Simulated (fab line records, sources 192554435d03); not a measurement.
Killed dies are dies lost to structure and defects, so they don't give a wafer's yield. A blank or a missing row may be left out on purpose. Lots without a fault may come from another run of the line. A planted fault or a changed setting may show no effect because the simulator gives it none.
Chamber matching | flow n5_finfet | N5_BEOL_M0_SAQP_ETCH_107 on rie_diel-05: 4 sister chambers
The step etches SiNx in CH3F/O2, target depth 30 nm. 14 wafers are shown with their chamber, then 7 later ones without.

WAFERS WITH THEIR CHAMBER
wafer  | chamber | drypump_motor_current_A (A) | throttle_valve_pct (%) | showerhead_plenum_p_Torr (Torr)
L076.1 | 2       | 5.2                         | 16.20                  | 2.00
L076.3 | 0       | 5.7                         | 16.04                  | 2.11
L076.4 | 3       | 6.3                         | 16.69                  | 2.03
L081.3 | 2       | 5.2                         | 16.22                  | 2.00
L081.4 | 1       | 5.8                         | 16.59                  | 1.92
L081.5 | 0       | 5.7                         | 16.06                  | 2.10
L084.2 | 3       | 6.3                         | 16.71                  | 2.03
L084.4 | 2       | 5.2                         | 16.21                  | 2.00
L084.5 | 3       | 6.2                         | 16.72                  | 2.03
L085.1 | 3       | 6.3                         | 16.72                  | 2.03
L085.3 | 1       | 5.8                         | 16.59                  | 1.92
L085.6 | 1       | 5.8                         | 16.59                  | 1.92
L088.1 | 2       | 5.2                         | 16.24                  | 1.99
L088.5 | 1       | 5.8                         | 16.59                  | 1.91

SIGNATURES (means of the wafers above)
reading                  | chamber 0 | chamber 1 | chamber 2 | chamber 3 | scatter within a chamber
drypump_motor_current_A  | 5.700     | 5.800     | 5.200     | 6.275     | 0.0274
throttle_valve_pct       | 16.0500   | 16.5900   | 16.2175   | 16.7100   | 0.0129
showerhead_plenum_p_Torr | 2.1050    | 1.9175    | 1.9975    | 2.0300    | 0.00447
Rule: a wafer's distance from a chamber is the root of the sum, over the readings, of the square of ((its reading less the chamber's mean) divided by the reading's scatter). The wafer belongs to the nearest chamber; if the next one is less than 2 further off, it can't be placed. The scatter: the root of (the sum of the squares of (reading less its chamber's mean) over the shown wafers, divided by (wafers less chambers)).

WAFERS WITHOUT THEIR CHAMBER
wafer  | drypump_motor_current_A (A) | throttle_valve_pct (%) | showerhead_plenum_p_Torr (Torr)
L088.6 | 5.7                         | 16.08                  | 2.10
L090.2 | 5.8                         | 16.61                  | 1.91
L090.5 | 5.2                         | 16.24                  | 1.99
L090.6 | 5.8                         | 16.60                  | 1.91
L093.3 | 6.3                         | 16.74                  | 2.02
L093.4 | 5.8                         | 16.59                  | 1.91
L093.5 | 5.6                         | 16.10                  | 2.09

WHICH CHAMBER EACH WENT THROUGH
wafer  | from the rows above | in truth
L088.6 | 0                   | 0
L090.2 | 1                   | 1
L090.5 | 2                   | 2
L090.6 | 1                   | 1
L093.3 | 3                   | 3
L093.4 | 1                   | 1
L093.5 | 0                   | 0
Placed correctly: 7 of 7. Can't be placed from these rows: 0. Placed wrongly: 0.
